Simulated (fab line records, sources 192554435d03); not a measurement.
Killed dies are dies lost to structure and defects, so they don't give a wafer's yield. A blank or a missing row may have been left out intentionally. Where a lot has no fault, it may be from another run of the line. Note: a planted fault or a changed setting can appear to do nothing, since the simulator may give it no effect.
Split-lot trial | flow n5-finfet | 39 wafers read from 7 lots, route of 1938 steps

## SPLIT DETAILS
At N5_ZERO_LAYER_DEVELOP_10 (develop time 60 s), the setting develop-time-s was moved away from the recipe's 60 s on 12 of the 39 wafers read, by -44.9% to +52.2%. For the rest of the wafers, this setting stayed at what the recipe calls for.

## BETWEEN THE SPLIT AND THE READING: the file shows 1 step in between
- N5_ZERO_LAYER_HARDBAKE_23: time 120 s

## THE READING
At N5_ZERO_LAYER_CD_MEAS_11: cd-nm in nanometres, against a target cd of 2000 nm. On this fab line, fault-free wafers typically give 2000.2 nm with a standard deviation of 1.7 nm.

wafer  | tool, chamber at the split | develop-time-s as run, s | against the recipe | cd-nm, nm | against lot-mates on the recipe
L074.1 | litho-track-01, 0          | 60                       | recipe             | 1999.8    | -
L074.2 | litho-track-01, 0          | 60                       | recipe             | 1999.7    | -
L074.3 | litho-track-01, 0          | 60                       | recipe             | 1999.7    | -
L074.4 | litho-track-01, 0          | 81.55                    | +35.9%             | 2006.0    | +6.3
L074.5 | litho-track-01, 0          | 81.55                    | +35.9%             | 2005.7    | +6.0
L074.6 | litho-track-01, 0          | 81.55                    | +35.9%             | 2005.4    | +5.7
L078.1 | litho-track-01, 0          | 60                       | recipe             | 2002.9    | -
L078.2 | litho-track-01, 0          | 91.35                    | +52.2%             | 2010.9    | +8.3
L078.3 | litho-track-01, 0          | 91.35                    | +52.2%             | 2011.6    | +9.0
L078.4 | litho-track-01, 0          | 91.35                    | +52.2%             | 2012.2    | +9.6
L078.5 | litho-track-01, 0          | 60                       | recipe             | 2001.4    | -
L078.6 | litho-track-01, 0          | 60                       | recipe             | 2003.6    | -
L080.1 | litho-track-01, 0          | 60                       | recipe             | 2000.3    | -
L080.2 | litho-track-01, 0          | 60                       | recipe             | 1999.2    | -
L080.3 | litho-track-01, 0          | 60                       | recipe             | 1997.8    | -
L083.1 | litho-track-04, 0          | 60                       | recipe             | 2000.4    | -
L083.2 | litho-track-04, 0          | 72.07                    | +20.1%             | 2002.6    | +2.1
L083.3 | litho-track-04, 0          | 60                       | recipe             | 2000.8    | -
L083.4 | litho-track-04, 0          | 72.07                    | +20.1%             | 2005.1    | +4.6
L083.5 | litho-track-04, 0          | 60                       | recipe             | 2000.2    | -
L083.6 | litho-track-04, 0          | 72.07                    | +20.1%             | 2001.9    | +1.4
L086.1 | litho-track-02, 0          | 60                       | recipe             | 1998.4    | -
L086.2 | litho-track-02, 0          | 60                       | recipe             | 2000.4    | -
L086.3 | litho-track-02, 0          | 60                       | recipe             | 1998.8    | -
L086.4 | litho-track-02, 0          | 60                       | recipe             | 2000.1    | -
L086.5 | litho-track-02, 0          | 60                       | recipe             | 2001.6    | -
L086.6 | litho-track-02, 0          | 60                       | recipe             | 1998.3    | -
L091.1 | litho-track-02, 0          | 33.04                    | -44.9%             | 1986.8    | -13.7
L091.2 | litho-track-02, 0          | 60                       | recipe             | 2000.1    | -
L091.3 | litho-track-02, 0          | 60                       | recipe             | 2000.3    | -
L091.4 | litho-track-02, 0          | 60                       | recipe             | 2001.1    | -
L091.5 | litho-track-02, 0          | 33.04                    | -44.9%             | 1987.2    | -13.3
L091.6 | litho-track-02, 0          | 33.04                    | -44.9%             | 1985.4    | -15.1
L094.1 | litho-track-04, 0          | 60                       | recipe             | 2000.2    | -
L094.2 | litho-track-04, 0          | 60                       | recipe             | 1999.6    | -
L094.3 | litho-track-04, 0          | 60                       | recipe             | 1997.3    | -
L094.4 | litho-track-04, 0          | 60                       | recipe             | 1998.8    | -
L094.5 | litho-track-04, 0          | 60                       | recipe             | 1998.6    | -
L094.6 | litho-track-04, 0          | 60                       | recipe             | 2000.6    | -

THE FIT
A straight line over all 39 wafers: cd-nm changes by +0.236 nm for each +1% of develop-time-s; r = +0.95; the points scatter about the line by 1.7 nm.
The same after taking each lot's own level away (the mean of its wafers on the recipe; 39 wafers): +0.22 nm for each +1%; r = +0.95; scatter 1.6 nm.
On that fit, the largest move of develop-time-s shifts the reading by 11 nm.
From 1999.10 to 2002.63 nm: that is the span of the lots' own levels, equal to 2.1 times the standard deviation above.
So the lot-to-lot level changes the slope little: the two slopes agree.
Check: +11.1 nm against its lot-mates is what the line predicts for one of the wafers moved furthest among these (+52.2%) when that wafer is left out of the fit. Against them it came out at +8.27 nm.

## THE WHOLE CHAIN: every reading that the file lists as answering this split, in the file's order
step                     | what it does             | reading                                                           | change (the file's fit)               | r (the file's)
N5_ZERO_LAYER_CD_MEAS_11 | target cd 2000 nm        | cd-nm                                                             | +0.212 nm for each +1% of the setting | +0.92
N5_ZERO_LAYER_DESCUM_16  | chemistry O2, time 7.9 s | ZERO_LAYER.cd-nm (the simulator's own value, which no gauge read) | +0.215 nm for each +1% of the setting | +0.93

## FILE'S OWN FIT
cd-nm changes by +0.212 nm for each +1% of develop-time-s, r = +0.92.
